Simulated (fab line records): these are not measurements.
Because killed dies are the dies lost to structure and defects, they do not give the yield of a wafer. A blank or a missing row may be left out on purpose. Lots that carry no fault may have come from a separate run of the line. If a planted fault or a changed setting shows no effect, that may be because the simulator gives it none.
A struck lot beside a sound one	flow n5Finfet	39 steps out of a route of 1938
Sound: the wafers L911.1, L911.3, L911.5. Struck: wafers L923.2, L923.6 (left out: L923.3, a lot-mate that was not struck); the cause follows at the end.
Each step with rows lists, per side, the tool, then ch with its chambers, then its first start. Under that, the readings that differ: sound wafers	struck wafers	difference of the means	sigmas: that difference in standard deviations of wafers without a fault.
alike: readings whose means differ by less than 2 such deviations, and words and numbers that are the same on both sides. not compared: withheld readings, readings that some wafer has no value for, bounds like >300 that may hide the same value, and numbers for which the record gives no deviation and whose values overlap.
The two part at a step that has a row with sigmas, a row that says differs or no value, or rows on one side only. Numbers that have no deviation but don't overlap get no sigmas and don't part them. A reading that every wafer of one side lacks parts them only if that side has two wafers or more.

first, 10 steps without rows for these wafers: N5_DUMMY_GATE_ETCH_23 (etches poly-Si in HBr/Cl2/O2, target depth 41 nm, time 22.3 s); N5_DUMMY_GATE_ETCH_44 (etches poly-Si in HBr/O2, stops on SiO2, target depth 127.5 nm); N5_DUMMY_GATE_ETCH_42 (etches SiO2 in CHF3/O2, target depth 3.5 nm, time 31 s); N5_DUMMY_GATE_STRIP_48 (strips in N2/H2, time 20 s); N5_DUMMY_GATE_PRECLEAN_33 (cleans in dHF, time 10 s); N5_DUMMY_GATE_PRECLEAN_25 (cleans in O3/DIW, time 45 s); N5_DUMMY_GATE_PRECLEAN_51 (cleans in SC2, time 45 s); N5_DUMMY_GATE_SRD_26 (time 30 s); N5_DUMMY_GATE_UV_OZONE_45 (time 120 s); N5_SPACER0_ALD_07 (deposits SiNx, target thk 2 nm).
N5_SPACER0_ALD_00: deposits SiOCN, target thk 3.5 nm, pulse time 3 s, purge time 2 s.
  sound on aldSin-04 ch 1,2,3, day 4 11:26; struck on aldSin-04 ch 2, day 7 08:29
reading	sound	struck	difference	sigmas
aldCycles	58 58 58	34 34	-24	
model.SiOCN_of_SPACER0_ALD_00.thkNm (nm)	3.6 3.6 3.4	2 2	-2	
  alike: heaterPowerOuterW, heaterPowerW, precursorPulseHeightRel
then, 25 steps without rows for these wafers: N5_SPACER0_ALD_08 (deposits SiNx, target thk 2 nm); N5_SD_EPI_N_COAT_32 (time 60 s, resist thk 350 nm); N5_SD_EPI_N_COAT_33 (time 60 s, resist thk 35 nm); N5_SD_EPI_N_COAT_03 (resist thk 150 nm); N5_SD_EPI_N_EBR_05; N5_SD_EPI_N_SOFTBAKE_04 (time 60 s); N5_SD_EPI_N_EXPOSE_06 (exposes mask SD N BLK, target cd 120 nm); N5_SD_EPI_N_PEB_07 (peb time 60 s); N5_SD_EPI_N_DEVELOP_08 (develop time 30 s); N5_SD_EPI_N_DESCUM_14 (chemistry O2, time 7.9 s); N5_SD_EPI_N_ETCH_34 (etches SiARC in CF4, target depth 45.5 nm, time 75.8 s); N5_SD_EPI_N_ETCH_35 (etches SOC in N2/H2, overetch 108 nm, time 486 s); N5_SD_EPI_N_STRIP_36 (strips in N2/H2); N5_SD_EPI_N_ETCHBACK_44 (etches SiNx in CH3F/O2, stops on SiO2, target depth 14.5 nm); N5_SD_EPI_N_ETCH_45 (etches SiOCN in CH3F/O2, target depth 6 nm); N5_SD_EPI_N_ETCH_16 (etches SiO2 in CHF3/O2, target depth 5 nm); N5_SD_EPI_N_STRIP_47 (strips in CHF3/O2); N5_SD_EPI_N_SD_RECESS_17 (chemistry HBr/Cl2/O2, target depth 41 nm, time 23.7 s, bt time 3 s); N5_SD_EPI_N_STRIP_38 (strips in N2/H2); N5_SD_EPI_N_WET_ETCH_43 (etches SiO2 in dHF, time 14 s, target depth 1.5 nm); N5_SD_EPI_N_STRIP_18 (strips in SPM, time 750 s); N5_SD_EPI_N_SRD_20 (time 30 s); N5_SD_EPI_N_PRECLEAN_48 (cleans in NF3:NH3, afs cycles 2, time 20 s, sublimation time 60 s); N5_SD_EPI_N_VAPOR_ETCH_50 (etches Si in HCl, time 54 s); N5_SD_EPI_N_EPI_21 (deposits Si:P, time 690 s).
N5_SD_EPI_P_PRECLEAN_32: cleans in dHF, time 10 s.
  sound on wetBench-04 ch 1,3,5, day 4 22:11; struck on wetBench-04 ch 0,1, day 7 17:44
reading	sound	struck	difference	sigmas
model.SiOCN_of_SPACER0_ALD_00.thkNm (nm)	3.4 3.4 3.4	2 2	-1	
  alike: tempC
-- record jumps: 6 days separate the struck wafers' starts on either side; left off in module SD_EPI_P, taken up again in module BEOL_M4, whose first shown step is the route's number 1111 --
N5_BEOL_M4_RC_MEAS_101:
  sound on prober-02 ch 0, day 10 15:21; struck on prober-02 ch 0, day 13 11:48
reading	sound	struck	difference	sigmas
DIBL_N (mV/V)	36.4 36.2 35.3	45.7 46.1	+9.9	+8
DIBL_P (mV/V)	36.1 36.4 35.2	43.2 43.5	+7.5	+5
IOFF_N (nA/um)	0.146 0.148 0.132	0.400 0.432	+0.274	+14
IOFF_N_85C (nA/um)	2.9 2.9 2.6	6.8 7.2	+4.2	+13
IOFF_N_LIN (nA/um)	0.068 0.069 0.062	0.151 0.154	+0.086	+11
IOFF_P (nA/um)	0.20 0.20 0.19	0.60 0.63	+0.42	+13
IOFF_P_85C (nA/um)	3.4 3.5 3.2	8.7 8.9	+5.4	+12
IOFF_P_LIN (nA/um)	0.095 0.095 0.092	0.246 0.249	+0.153	+12
ION_N (uA/um)	672 671 666	743 737	+70	+7
ION_P (uA/um)	464 460 464	514 512	+50	+6
REXT_N (ohm.um)	75.7 76.7 75.4	65.3 65.2	-10.7	-5
REXT_P (ohm.um)	104.1 103.9 102.8	89.8 89.9	-13.8	-6
SS_N (mV/dec)	71.4 72.2 71.2	73.8 73.9	+2.2	+5
SS_P (mV/dec)	73.2 73.5 72.3	74.9 74.9	+1.9	+4
VT_N (mV)	250.4 251.3 252.5	235.1 235.7	-16.0	-6
VT_N_LVT (mV)	99.9 98.8 100.4	84.5 84.1	-15.4	-6
VT_P (mV)	-252 -251 -252	-231 -230	+21	+7
VT_P_LVT (mV)	-98.8 -99.4 -100.0	-79.3 -78.5	+20.5	+8
-- record jumps: 4 days separate the struck wafers' starts on either side; left off in module BEOL_M4, taken up again in module PASSIVATION, whose first shown step is the route's number 1936 --
N5_PASSIVATION_PROBE_49:
  sound: prober-01 at day 15 04:39; struck: prober-01 at day 17 22:40
reading	sound	struck	difference	sigmas
killed_at_M0_to_M3	27 11 30	37 52	+22	+2
sort_bin_4_leakage (%)	0 0 0	28.22 38.81	+33.52	
sortNPass	1062 1077 1066	735 597	-402	-25
sortYieldPct (%)	90.0 91.3 90.3	62.3 50.6	-34.1	-24
  alike: defectLimitedYield, killed_at_M4_up, killedAtContacts, killedAtFrontEnd, killedAtOther, killedDies, killedOpen, killedShort, sort_bin_5_function, sort_bin_6_memory

WHERE THEY PART
Last at N5_PASSIVATION_PROBE_49 as far as this record goes, first at N5_BEOL_M4_RC_MEAS_101.

WHY: the cause the simulator had injected
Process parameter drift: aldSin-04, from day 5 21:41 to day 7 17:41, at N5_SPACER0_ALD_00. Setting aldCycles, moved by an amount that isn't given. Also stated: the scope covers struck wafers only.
